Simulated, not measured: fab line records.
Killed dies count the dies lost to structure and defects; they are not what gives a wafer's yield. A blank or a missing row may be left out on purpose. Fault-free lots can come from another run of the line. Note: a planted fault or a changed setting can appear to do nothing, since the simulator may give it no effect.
Split-lot trial | flow n5Finfet | 39 wafers read from 7 lots, route of 1938 steps

## THE SPLIT ITSELF
At N5_GATE_CUT_ETCH_58 (etches SiNx in CH3F/O2, target depth 17 nm, time 128.6 s), the setting timeS was moved away from the recipe's 128.6 s on 15 of the 39 wafers read, by -28.4% to +23.3%. This setting was run at the recipe's value on the other wafers.

The reading is taken at the split's own step.

## THE READING
SiNx_of_SDB_ALD_29.thkNm (the simulator's own value, which no gauge read), in nm, at N5_GATE_CUT_ETCH_58 (etches SiNx in CH3F/O2, target depth 17 nm, time 128.6 s). The file does not state a usual value for it. Average 24.5 nm, standard deviation 0.15 nm, over the 24 wafers here run with the recipe.

wafer  | tool, chamber at the split | timeS as run, s | against the recipe | SiNx_of_SDB_ALD_29.thkNm, nm | against lot-mates on the recipe
L081.1 | rieDiel-06, 2              | 128.6           | recipe             | 24.4                         | -
L081.2 | rieDiel-06, 1              | 128.6           | recipe             | 24.4                         | -
L081.3 | rieDiel-06, 3              | 128.6           | recipe             | 24.2                         | -
L081.4 | rieDiel-06, 0              | 128.6           | recipe             | 24.2                         | -
L081.5 | rieDiel-06, 3              | 128.6           | recipe             | 24.2                         | -
L081.6 | rieDiel-06, 2              | 128.6           | recipe             | 24.4                         | -
L082.1 | rieDiel-06, 2              | 92.14           | -28.4%             | 25.4                         | +0.9
L082.2 | rieDiel-06, 0              | 128.6           | recipe             | 24.4                         | -
L082.3 | rieDiel-06, 3              | 92.14           | -28.4%             | 25.4                         | +0.9
L082.4 | rieDiel-06, 1              | 128.6           | recipe             | 24.6                         | -
L082.5 | rieDiel-06, 3              | 92.14           | -28.4%             | 25.4                         | +0.9
L082.6 | rieDiel-06, 2              | 128.6           | recipe             | 24.6                         | -
L090.1 | rieDiel-02, 0              | 128.6           | recipe             | 24.6                         | -
L090.2 | rieDiel-02, 2              | 158.5           | +23.3%             | 23.8                         | -0.7
L090.3 | rieDiel-02, 1              | 128.6           | recipe             | 24.4                         | -
L090.4 | rieDiel-02, 3              | 158.5           | +23.3%             | 24                           | -0.5
L090.5 | rieDiel-02, 1              | 158.5           | +23.3%             | 23.8                         | -0.7
L090.6 | rieDiel-02, 0              | 128.6           | recipe             | 24.6                         | -
L091.1 | rieDiel-04, 3              | 128.6           | recipe             | 24.8                         | -
L091.2 | rieDiel-04, 0              | 158.6           | +23.3%             | 23.8                         | -0.8
L091.3 | rieDiel-04, 1              | 128.6           | recipe             | 24.6                         | -
L091.4 | rieDiel-04, 2              | 158.6           | +23.3%             | 23.8                         | -0.8
L091.5 | rieDiel-04, 2              | 158.6           | +23.3%             | 23.8                         | -0.8
L091.6 | rieDiel-04, 3              | 128.6           | recipe             | 24.4                         | -
L095.1 | rieDiel-02, 0              | 128.6           | recipe             | 24.4                         | -
L095.2 | rieDiel-02, 2              | 128.6           | recipe             | 24.4                         | -
L095.3 | rieDiel-02, 3              | 99.37           | -22.7%             | 25.2                         | +0.8
L095.4 | rieDiel-02, 1              | 128.6           | recipe             | 24.4                         | -
L095.5 | rieDiel-02, 1              | 99.37           | -22.7%             | 24.8                         | +0.4
L095.6 | rieDiel-02, 0              | 99.37           | -22.7%             | 25.2                         | +0.8
L096.1 | rieDiel-04, 2              | 128.6           | recipe             | 24.6                         | -
L096.2 | rieDiel-04, 3              | 128.6           | recipe             | 24.4                         | -
L096.3 | rieDiel-04, 0              | 152.7           | +18.7%             | 24                           | -0.5
L096.4 | rieDiel-04, 1              | 152.7           | +18.7%             | 24.4                         | -0.1
L096.5 | rieDiel-04, 1              | 152.7           | +18.7%             | 24.2                         | -0.3
L096.6 | rieDiel-04, 0              | 128.6           | recipe             | 24.6                         | -
L097.3 | rieDiel-06, 2              | 128.6           | recipe             | 24.6                         | -
L097.4 | rieDiel-06, 1              | 128.6           | recipe             | 24.4                         | -
L097.6 | rieDiel-06, 0              | 128.6           | recipe             | 24.6                         | -

FIT RESULTS
A straight line over all 39 wafers: SiNx_of_SDB_ALD_29.thkNm changes by -0.0272 nm for each +1% of timeS; r = -0.93; the points scatter about the line by 0.16 nm.
The same after taking each lot's own level away (the mean of its wafers on the recipe; 39 wafers): -0.0291 nm for each +1%; r = -0.96; scatter 0.13 nm.
Per that fit: largest timeS move, reading shift of 0.83 nm.
Across the lots, their own levels run from 24.30 to 24.60 nm, a range of 2.0 times the standard deviation given above.
The two slopes are in agreement: the lot-to-lot level therefore moves the slope only a little.
Check: with one of the wafers moved furthest among these (-28.4%) left out of the fit, the line predicts +0.833 nm for it against its lot-mates. Against them it came out at +0.867 nm.

## ADDITIONAL SPLITS CARRIED BY THESE WAFERS
Note: prior to the reading, these wafers also went through further splits. Each is held against what the fit with the lots' levels taken away leaves over:
other split on the same wafers        | wafers away from the commonest value | r with SiNx_of_SDB_ALD_29.thkNm (lot level and that fit taken away)
N5_ZERO_LAYER_PECVD_02 timeS          | 15                                   | -0.25
N5_FIN_SAQP_SPACER2_ALD_28 targetThkA | 15                                   | -0.05
N5_DUMMY_GATE_HM_DEP_06 targetThkA    | 33                                   | -0.21
N5_HKMG_FIN_ETCH_32 targetDepthA      | 12                                   | -0.12

## THE WHOLE CHAIN: every reading that the file lists as answering this split, in the file's order
step                | what it does                                             | reading                                                                   | change (the file's fit)                | r (the file's)
N5_GATE_CUT_ETCH_58 | etches SiNx in CH3F/O2, target depth 17 nm, time 128.6 s | etch.depthNm (the simulator's own value, which no gauge read)             | +0.175 nm for each +1% of the setting  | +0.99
N5_GATE_CUT_ETCH_58 | etches SiNx in CH3F/O2, target depth 17 nm, time 128.6 s | SiNx_of_SDB_ALD_29.thkNm (the simulator's own value, which no gauge read) | -0.0291 nm for each +1% of the setting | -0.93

## FILE'S OWN FIT
SiNx_of_SDB_ALD_29.thkNm changes by -0.0291 nm for each +1% of timeS, r = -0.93.
